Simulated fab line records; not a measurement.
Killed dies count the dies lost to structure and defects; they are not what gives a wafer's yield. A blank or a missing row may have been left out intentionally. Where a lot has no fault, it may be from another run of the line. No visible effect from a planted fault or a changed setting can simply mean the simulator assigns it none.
Lot-split experiment | flow n5_finfet | route with 1938 steps; 7 lots, 21 wafers read

== THE SPLIT ITSELF ==
At N5_MIM_BOT_LITHO_EXPOSE_05 (exposes mask MIM BOT), the setting dose_mj was moved away from the recipe's 24.25 on 4 of the 21 wafers read, by -7.3% to -4.7%. For the rest of the wafers, this setting stayed at what the recipe calls for.

== FROM THE SPLIT TO THE READING: what the file shows between them, 3 steps ==
- N5_MIM_BOT_LITHO_PEB_06
- N5_MIM_BOT_LITHO_DEVELOP_07: develop time 60 s
- N5_MIM_BOT_LITHO_HARDBAKE_09: time 120 s

== THE READING ==
cd_nm at N5_MIM_BOT_LITHO_CD_MEAS_08, given in nm (cd target 3000 nm). A value of 2999.4 nm with a standard deviation of 2.1 nm is what fault-free wafers of this fab line usually give.

wafer  | tool, chamber at the split | dose_mj as run | against the recipe | cd_nm, nm | against lot-mates on the recipe
L074.3 | krf_scanner-01, 0          | 23.1           | -4.7%              | 2990.5    | -7.1
L074.5 | krf_scanner-01, 0          | 24.25          | recipe             | 2997.6    | -
L074.6 | krf_scanner-01, 0          | 23.1           | -4.7%              | 2988.8    | -8.8
L079.1 | krf_scanner-01, 0          | 24.25          | recipe             | 3001.5    | -
L079.2 | krf_scanner-01, 0          | 24.25          | recipe             | 2996.6    | -
L079.4 | krf_scanner-01, 0          | 24.25          | recipe             | 2998.8    | -
L081.2 | krf_scanner-02, 0          | 24.25          | recipe             | 3003.0    | -
L081.4 | krf_scanner-02, 0          | 24.25          | recipe             | 3000.5    | -
L081.6 | krf_scanner-02, 0          | 24.25          | recipe             | 3002.8    | -
L082.2 | krf_scanner-01, 0          | 24.25          | recipe             | 2996.7    | -
L082.3 | krf_scanner-01, 0          | 24.25          | recipe             | 2998.1    | -
L082.6 | krf_scanner-01, 0          | 24.25          | recipe             | 2996.3    | -
L084.2 | krf_scanner-02, 0          | 22.47          | -7.3%              | 2983.1    | -17.8
L084.4 | krf_scanner-02, 0          | 22.47          | -7.3%              | 2983.7    | -17.2
L084.5 | krf_scanner-02, 0          | 24.25          | recipe             | 3000.9    | -
L086.2 | krf_scanner-01, 0          | 24.25          | recipe             | 2999.2    | -
L086.4 | krf_scanner-01, 0          | 24.25          | recipe             | 3000.4    | -
L086.6 | krf_scanner-01, 0          | 24.25          | recipe             | 2999.3    | -
L096.1 | krf_scanner-02, 0          | 24.25          | recipe             | 2998.2    | -
L096.4 | krf_scanner-02, 0          | 24.25          | recipe             | 2995.7    | -
L096.5 | krf_scanner-02, 0          | 24.25          | recipe             | 2999.2    | -

THE FIT
A straight line over all 21 wafers: cd_nm changes by +2.1 nm for each +1% of dose_mj; r = +0.93; the points scatter about the line by 2 nm.
The same after taking each lot's own level away (the mean of its wafers on the recipe; 21 wafers): +2.19 nm for each +1%; r = +0.97; scatter 1.5 nm.
On that fit, the largest move of dose_mj shifts the reading by 16 nm.
From 2997.03 to 3002.10 nm: that is the span of the lots' own levels, equal to 2.4 times the standard deviation above.
The two slopes are in agreement: the lot-to-lot level therefore moves the slope only a little.
Check: for one of the wafers moved furthest among these (-7.3%), held out of the fit, the line's prediction against its lot-mates is -15 nm. It came out at -17.8 nm against them.

== FURTHER SPLITS ON THESE WAFERS ==
Other splits were also applied to these wafers ahead of the reading. Each is held against what the fit with the lots' levels taken away leaves over:
other split on the same wafers    | wafers away from the commonest value | r with cd_nm (lot level and that fit taken away)
N5_BEOL_M14_EXPOSE_25 dose_mj     | 7                                    | +0.06
N5_BEOL_M14_TRENCH_ETCH_34 bias_w | 5                                    | +0.12

== THE FILE'S OWN FIT ==
cd_nm changes by +2.17 nm for each +1% of dose_mj, r = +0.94.
